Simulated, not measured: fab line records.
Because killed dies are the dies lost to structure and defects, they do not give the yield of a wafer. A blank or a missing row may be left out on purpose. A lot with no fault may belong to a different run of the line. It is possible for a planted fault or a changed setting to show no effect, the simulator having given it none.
A struck lot beside a sound one :: flow nand harc :: 40 steps out of a route of 1302
Sound: these wafers, L296.1, L296.5, L296.6. Struck: wafer L305.3 (L305.4, L305.6, from the same lot, were not struck and are left out); the cause is given at the end.
Order at every step that has rows: each side's tool, ch and its chambers, its first start. Under that, the readings that differ: sound wafers :: struck wafers :: difference of the means :: sigmas: that difference in standard deviations of wafers without a fault.
alike: a reading whose means differ by less than 2 such deviations, as well as words and numbers matching on both sides. not compared: withheld readings; readings where some wafer has no value; bounds like >300 that might hide an equal value; numbers whose values overlap and for which the record gives no deviation.
Wherever a step has rows on one side only, a row that says differs or no value, or a row with sigmas, the two part there. Numbers that have no deviation but don't overlap get no sigmas and don't part them. A reading missing from all wafers of one side parts the sides only when that side holds two or more wafers.

first, 4 steps without rows for these wafers: NHARC_P_CONTACT_ETCH_35 (etches the open film in CF4, target depth 39 nm, time 65 s); NHARC_P_CONTACT_ETCH_36 (etches the open film in N2/H2, target depth 260 nm, time 406.25 s); NHARC_P_CONTACT_ETCH_18 (etches the open film in C4F8/O2/Ar, target depth 481 nm, time 240.5 s); NHARC_P_CONTACT_STRIP_37 (strips in C4F8/O2/Ar).
NHARC_P_CONTACT_ETCH_31: etches the open film in CH3F/O2, target depth 30 nm, time 85.7 s.
  sound on rie diel-13 ch 0,1,3; struck on rie diel-13 ch 3
  alike: drypump motor current A, oes product au, rf vpp V, showerhead plenum p Torr, throttle valve pct
  not compared: rf hours counter h
NHARC_P_CONTACT_CD_MEAS_19:
  sound on cd sem-02 at day 6 18:35; struck on cd sem-03 at day 10 17:52
  alike: cd nm
NHARC_P_CONTACT_STRIP_28: strips in O2.
  sound on rie diel-04 ch 0,1,2, day 6 18:43; struck on rie diel-04 ch 1, day 10 17:56
reading: throttle valve pct (%)
sound: 17.042 17.052 17.045
struck: 17.023
difference: -0.023
sigmas: -3
  alike: drypump motor current A, oes product au, rf vpp V, showerhead plenum p Torr
  not compared: rf hours counter h
then, 1 step without rows for these wafers: NHARC_P_CONTACT_STRIP_29 (strips in post etch residue remover, time 1200 s).
NHARC_P_CONTACT_DEGAS_38: time 60 s.
  sound on pvd sputter-01 at day 6 19:20; struck on pvd sputter-02 at day 10 18:34
  alike: heater power w
then, 3 steps without rows for these wafers: NHARC_P_CONTACT_PRE_CLEAN_39 (time 19.5 s); NHARC_P_CONTACT_PVD_32 (deposits Ti, target thk 5 nm, time 17.7 s); NHARC_P_CONTACT_ALD_22 (deposits TiN, target thk 3 nm, pulse time 1 s, ald cycles 150).
NHARC_P_CONTACT_CVD_23: deposits W, target thk 200 nm, time 557 s.
  sound on cvd w-02 ch 0,1, day 6 19:50; struck on cvd w-02 ch 0, day 10 19:11
  alike: heater power w, throttle valve pct
then, 12 steps without rows for these wafers: NHARC_P_CONTACT_CMP_24 (polishes, t overpolish 30 s, target thk 200 nm); NHARC_P_CONTACT_SRD_26; NHARC_P_M0_DEP_00 (deposits SiOC, target thk 150 nm); NHARC_P_M0_DEHYDRATE_01 (time 120 s); NHARC_P_M0_HMDS_02 (time 30 s); NHARC_P_M0_COAT_33 (time 65 s); NHARC_P_M0_COAT_03 (resist thk 90 nm); NHARC_P_M0_SOFTBAKE_04 (time 55 s); NHARC_P_M0_EBR_05; NHARC_P_M0_EXPOSE_06 (exposes mask P M0, target cd 90 nm); NHARC_P_M0_PEB_07 (peb time 65 s); NHARC_P_M0_DEVELOP_08 (develop time 35 s).
NHARC_P_M0_CD_MEAS_09: target cd 90 nm.
  sound on cd sem-03 ch 0, day 6 21:41; struck on cd sem-03 ch 0, day 10 20:58
  alike: cd nm
NHARC_P_M0_OVL_MEAS_10: pitch 180 nm.
  sound on overlay-01 at day 6 21:47; struck on overlay-01 at day 10 21:03
reading: overlay x nm (nm)
sound: 0.4 -0.1 0.2
struck: 2.4
difference: +2.2
sigmas: +2
  alike: overlay y nm
then, 3 steps without rows for these wafers: NHARC_P_M0_DESCUM_14 (chemistry O2, time 3 s); NHARC_P_M0_ETCH_34 (etches the open film in N2/H2, target depth 40 nm, overetch 12 nm, time 43.94 s); NHARC_P_M0_ETCH_15 (etches the open film in C4F8/Ar, target depth 150 nm, overetch 15 nm, time 82.5 s).
NHARC_P_M0_CD_MEAS_16:
  sound on cd sem-01 at day 6 22:15; struck on cd sem-03 at day 10 21:27
  alike: cd nm
NHARC_P_M0_STRIP_18: strips in N2/H2.
  sound on rie diel-11 ch 2,3, day 6 22:21; struck on rie diel-11 ch 1, day 10 21:34
  alike: drypump motor current A, oes product au, rf vpp V, showerhead plenum p Torr, throttle valve pct
  not compared: rf hours counter h
then, 1 step without rows for these wafers: NHARC_P_M0_STRIP_19 (strips in post etch residue remover, time 600 s).
NHARC_P_M0_DEGAS_28: time 60 s.
  sound on pvd sputter-02 at day 6 22:53; struck on pvd sputter-03 at day 10 22:04
  alike: heater power w
then, 5 steps without rows for these wafers: NHARC_P_M0_PRE_CLEAN_29 (time 30 s); NHARC_P_M0_PVD_20 (deposits TaN, target thk 5 nm, time 8.06 s); NHARC_P_M0_PVD_21 (deposits Cu, target thk 30 nm, time 20.49 s); NHARC_P_M0_ECD_22 (material Cu, target thk 400 nm); NHARC_P_M0_ANNEAL_30 (time 90 s).
-- record jumps: 19 days between struck wafers' starts before vs after; left off in module P_M0, resumes in module END, first step shown is number 1302 of the route --
NHARC_END_SORT_01:
  only the struck wafers appear in the record here, on prober-02 ch 0 at day 29 20:19; the sound ones have no rows

== WHERE THEY PART ==
At NHARC_P_CONTACT_STRIP_28 first; at NHARC_END_SORT_01 last (within this record only).

WHY: whatever the simulator had introduced
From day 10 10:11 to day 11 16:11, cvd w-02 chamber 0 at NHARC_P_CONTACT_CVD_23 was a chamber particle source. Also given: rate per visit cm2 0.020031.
